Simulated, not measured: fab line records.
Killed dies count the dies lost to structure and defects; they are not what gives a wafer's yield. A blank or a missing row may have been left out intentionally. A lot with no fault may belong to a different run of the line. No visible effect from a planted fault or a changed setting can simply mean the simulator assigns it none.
Problem report, 8D (eight disciplines) form, completed by code + flow nandHarc + the parts of the form that need people (team, actions taken, sign-off) are left out

== 1. PROBLEM STATEMENT ==
timeToEndpointS at NHARC_P_M0_CMP_23 reads a mean of 8.9 s on 3 wafers of 2 lots; wafers without a fault read 27.9 s with a standard deviation of 2.2. That is -8.6 standard deviations from the usual mean.
The step: polishes, t overpolish 20 s, target thk 117.53 nm.
First seen on wafer L440.2, day 7 06:16, on cmp-04. At this step, 42 wafers from 14 lots have a number in the record. Rule for "out" (also "out of limits"): further than 4 standard deviations from the usual mean. The rest of the wafers with a number are treated as sound.

== 2. WHAT THIS IS AND IS NOT ==
| question                    | is                     | is not                                                                                                                     |
|-----------------------------|------------------------|----------------------------------------------------------------------------------------------------------------------------|
| which readings at this step | timeToEndpointS        | motorCurrentA                                                                                                              |
| which lots                  | L439, L440             | L435, L436, L437, L441, L450, L451, L452, L453, L454, L456, L457, L458                                                     |
| which wafers of those lots  | L439.1, L439.2, L440.2 | L439.3, L440.5, L440.6                                                                                                     |
| read on which tools         | cmp-02, cmp-04         | cmp-03                                                                                                                     |
| when                        | from day 7 06:16       | up to then (11 sound wafers); but 28 sound wafers of L439, L441, L450, L451, L452, L453, L454, L456, L457, L458 came after |

== 3. WHAT RULES OUT EACH SUSPECT ==
Counting: any tool at a process step up to the reading remains a suspect provided it ran every lot that is out. Sound lots after the first of them don't rule it out here, since some wafers of a struck lot are sound.
- ecdCu-01 at NHARC_P_M0_ECD_22 (material Cu, target thk 400 nm): kept. Ran every lot that is out, first one L440 (day 7 05:32); last sound lot up to then L437 (day 6 16:32).
After counting, what remains is ecdCu-01 at NHARC_P_M0_ECD_22.

== 4. THE CAUSE (what the simulator had put in) ==
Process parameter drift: ecdCu-01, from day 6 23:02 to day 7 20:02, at NHARC_P_M0_ECD_22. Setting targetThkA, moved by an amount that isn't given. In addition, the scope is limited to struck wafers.
The count eliminated every tool but this one.

== 5. SEQUENCE OF EFFECTS, ordered by route ==
One row per reading whose mean, taken over the struck wafers that have a number, lies over 3 standard deviations from the usual. Scope: only readings with a usual standard deviation given in the record; hours: median across lots of the time from each lot's start at the first step in this table that gives one to its start at this step; sigmas: change in usual standard deviations.
| hours | step              | reading         | usual  | on struck wafers | change | sigmas |
|-------|-------------------|-----------------|--------|------------------|--------|--------|
| 0     | NHARC_P_M0_CMP_23 | timeToEndpointS | 27.9 s | 8.9              | -19.0  | -8.6   |
Process steps it contains:
- NHARC_P_M0_CMP_23: polishes, t overpolish 20 s, target thk 117.53 nm.
Later measuring or inspecting steps at which every struck wafer that the step has a row for has a number for every such reading, and none has moved that far: NHARC_P_M0_INSPECT_27.

== 6. WHAT WOULD HAVE CAUGHT IT SOONER ==
7 hours passed between the start of the fault at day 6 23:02 and the first reading out of limits in this record, taken at day 7 06:16.
All the lots that are out (2) had begun NHARC_P_M0_ECD_22 on ecdCu-01 by day 7 06:16. Holding the tool at that point would not have protected any of them.
